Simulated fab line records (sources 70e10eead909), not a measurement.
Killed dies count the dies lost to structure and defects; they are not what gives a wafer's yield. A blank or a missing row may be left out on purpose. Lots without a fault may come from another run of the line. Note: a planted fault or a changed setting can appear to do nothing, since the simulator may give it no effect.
A lot that was struck, set against a sound lot || flow nandHarc || 38 out of 1302 route steps
Sound: these wafers, L998.1, L998.3, L998.5. Struck: wafer L995.4 (L995.1, L995.6, from the same lot, were not struck and are left out); the cause is given at the end.
Each step with rows lists, per side, the tool, then ch with its chambers, then its first start. Under that, the readings that differ: sound wafers || struck wafers || difference of the means || sigmas: that difference in standard deviations of wafers without a fault.
alike: same words and numbers on both sides, and readings whose means sit less than 2 such deviations apart. not compared: any withheld reading, any reading some wafer has no value for, any bound like >300 that may hide the same value, and any number with overlapping values for which the record gives no deviation.
Wherever a step has rows on one side only, a row that says differs or no value, or a row with sigmas, the two part there. Numbers that don't overlap but have no deviation are shown without sigmas and don't part them. Lack of a reading on every wafer of one side parts them only where that side has two or more wafers.

first, 10 steps without rows for these wafers: NHARC_A_CHANNEL_HOLE_D2_DEP_00 (deposits aC, target thk 3100 nm); NHARC_A_CHANNEL_HOLE_D2_DEP_01 (deposits SiON, target thk 140 nm); NHARC_A_CHANNEL_HOLE_D2_DEHYDRATE_02 (time 120 s); NHARC_A_CHANNEL_HOLE_D2_HMDS_03 (time 30 s); NHARC_A_CHANNEL_HOLE_D2_COAT_36 (time 75 s); NHARC_A_CHANNEL_HOLE_D2_COAT_37 (time 65 s); NHARC_A_CHANNEL_HOLE_D2_COAT_04 (resist thk 90 nm); NHARC_A_CHANNEL_HOLE_D2_SOFTBAKE_05 (time 55 s); NHARC_A_CHANNEL_HOLE_D2_EBR_06; NHARC_A_CHANNEL_HOLE_D2_EXPOSE_07 (exposes mask HOLE D2, target cd 100 nm).
NHARC_A_CHANNEL_HOLE_D2_PEB_08: peb time 65 s.
  sound on lithoTrack-04 ch 0, day 22 06:47; struck on lithoTrack-01 ch 0, day 21 19:34
{"reading": "heaterPowerTotalW (W)", "sound": "157.0 157.2 156.9", "struck": 296.8, "difference": "+139.8", "sigmas": "+99 or more"}
  alike: resistLineTempC
then, 1 step without rows for these wafers: NHARC_A_CHANNEL_HOLE_D2_DEVELOP_09 (develop time 35 s).
NHARC_A_CHANNEL_HOLE_D2_CD_MEAS_10: target cd 100 nm.
  sound on cdSem-01 ch 0, day 22 06:52; struck on cdSem-03 ch 0, day 21 19:38
{"reading": "cdNm (nm)", "sound": "100.1 100.3 100.4", "struck": 62.2, "difference": -38.1, "sigmas": -70}
NHARC_A_CHANNEL_HOLE_D2_DESCUM_15: chemistry O2, time 3 s.
  sound on rieDiel-02 ch 0,2,3, day 22 07:04; struck on rieDiel-01 ch 2, day 21 19:51
{"reading": "model.A_CHANNEL_HOLE_D2.cdNm (nm)", "sound": "99.64 100.4 99.41", "struck": 61.42, "difference": -38.40, "sigmas": ""}
  alike: drypumpMotorCurrentA, oesProductAu, rfVppV, showerheadPlenumPTorr, throttleValvePct
  not compared: rfHoursCounterH
then, 4 steps without rows for these wafers: NHARC_A_CHANNEL_HOLE_D2_ETCH_38 (etches the open film in CF4, target depth 39 nm, time 65 s); NHARC_A_CHANNEL_HOLE_D2_ETCH_39 (etches the open film in N2/H2, target depth 260 nm, time 325 s); NHARC_A_CHANNEL_HOLE_D2_ETCH_34 (etches the open film in CF4/CHF3, target depth 154 nm, time 77 s); NHARC_A_CHANNEL_HOLE_D2_ETCH_16 (etches the open film in O2/COS, target depth 3100 nm, time 806 s).
NHARC_A_CHANNEL_HOLE_D2_CD_MEAS_18:
  sound on cdSem-01, day 22 08:10; struck on cdSem-01, day 21 21:09
{"reading": "cdNm (nm)", "sound": "100.6 101.8 98.2", "struck": 58.8, "difference": -41.4, "sigmas": -18}
then, 12 steps without rows for these wafers: NHARC_A_CHANNEL_HOLE_D2_ETCH_19 (etches the open film in C4F8/O2/Ar, time 34.5 s); NHARC_A_CHANNEL_HOLE_D2_ETCH_20 (etches the open film in C4F8/O2/Ar, time 361.9 s, target depth 1600 nm); NHARC_A_CHANNEL_HOLE_D2_ETCH_21 (etches the open film in C4F8/O2/Ar, time 514.3 s, target depth 1600 nm); NHARC_A_CHANNEL_HOLE_D2_ETCH_22 (etches the open film in C4F8/O2/Ar, time 666.7 s, target depth 1600 nm); NHARC_A_CHANNEL_HOLE_D2_ETCH_23 (etches the open film in C4F8/O2/Ar, time 819 s, target depth 1600 nm); NHARC_A_CHANNEL_HOLE_D2_ETCH_24 (etches the open film in C4F8/O2/Ar, time 906.2 s, target depth 1500 nm); NHARC_A_CHANNEL_HOLE_D2_ETCH_25 (etches the open film in C4F8/O2/Ar, time 1040.2 s, target depth 1500 nm); NHARC_A_CHANNEL_HOLE_D2_ETCH_26 (etches the open film in C4F8/O2/Ar, time 224.1 s, target depth 300 nm); NHARC_A_CHANNEL_HOLE_D2_ETCH_27 (etches the open film in C4F8/O2/Ar, time 90 s, target depth 400 nm); NHARC_A_CHANNEL_HOLE_D2_STRIP_41 (strips in N2/H2); NHARC_A_CHANNEL_HOLE_D2_STRIP_42 (strips in CF4/CHF3); NHARC_A_CHANNEL_HOLE_D2_STRIP_43 (strips in O2/COS).
NHARC_A_CHANNEL_HOLE_D2_ETCH_44: etches the open film in CF4/O2, target depth 140 nm, overetch 14 nm, time 77 s.
  sound on rieDiel-02 ch 0,2, day 22 19:36; struck on rieDiel-02 ch 0, day 22 01:56
{"reading": "model.A_CHANNEL_HOLE_D2.cdNm (nm)", "sound": "90.73 89.51 89.46", "struck": 52.2, "difference": -37.7, "sigmas": ""}
  alike: biasW, drypumpMotorCurrentA, oesProductAu, rfVppV, showerheadPlenumPTorr, throttleValvePct
  not compared: rfHoursCounterH
then, 3 steps without rows for these wafers: NHARC_A_CHANNEL_HOLE_D2_STRIP_28 (strips in O2); NHARC_A_CHANNEL_HOLE_D2_PRECLEAN_29 (cleans in SC1); NHARC_A_CHANNEL_HOLE_D2_SRD_30.
NHARC_A_CHANNEL_HOLE_D2_CD_MEAS_31:
  sound on cdSem-02, day 22 20:31; struck on cdSem-01, day 22 02:44
{"reading": "cdNm (nm)", "sound": "90.6 88.5 88.7", "struck": 51.7, "difference": -37.6, "sigmas": -25}
NHARC_A_CHANNEL_HOLE_D2_XSEM_32:
  sound on xsem-02 ch 0, day 22 20:37; struck on xsem-02 ch 0, day 22 02:49
{"reading": "botCdNm (nm)", "sound": "75.3 73.4 73.5", "struck": 35.8, "difference": -38.3, "sigmas": -21}
{"reading": "bowNm (nm)", "sound": "8.94 8.98 8.92", "struck": 8.35, "difference": -0.60, "sigmas": -2}
  alike: tiltDeg
-- break in the record here, with 11 days between the starts of the struck wafers on either side (left off in module A_CHANNEL_HOLE_D2, picked up again in module END, where the first step shown is number 1302 on the route) --
NHARC_END_SORT_01:
  only the struck wafers appear in the record here, on prober-01 ch 0 at day 33 06:19; the sound ones have no rows

WHERE THEY PART
Earliest at NHARC_A_CHANNEL_HOLE_D2_PEB_08; latest, in this record, at NHARC_END_SORT_01.

WHY: what had been put in by the simulator
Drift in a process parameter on lithoTrack-01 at NHARC_A_CHANNEL_HOLE_D2_PEB_08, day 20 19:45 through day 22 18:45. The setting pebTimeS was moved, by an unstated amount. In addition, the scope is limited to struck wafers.
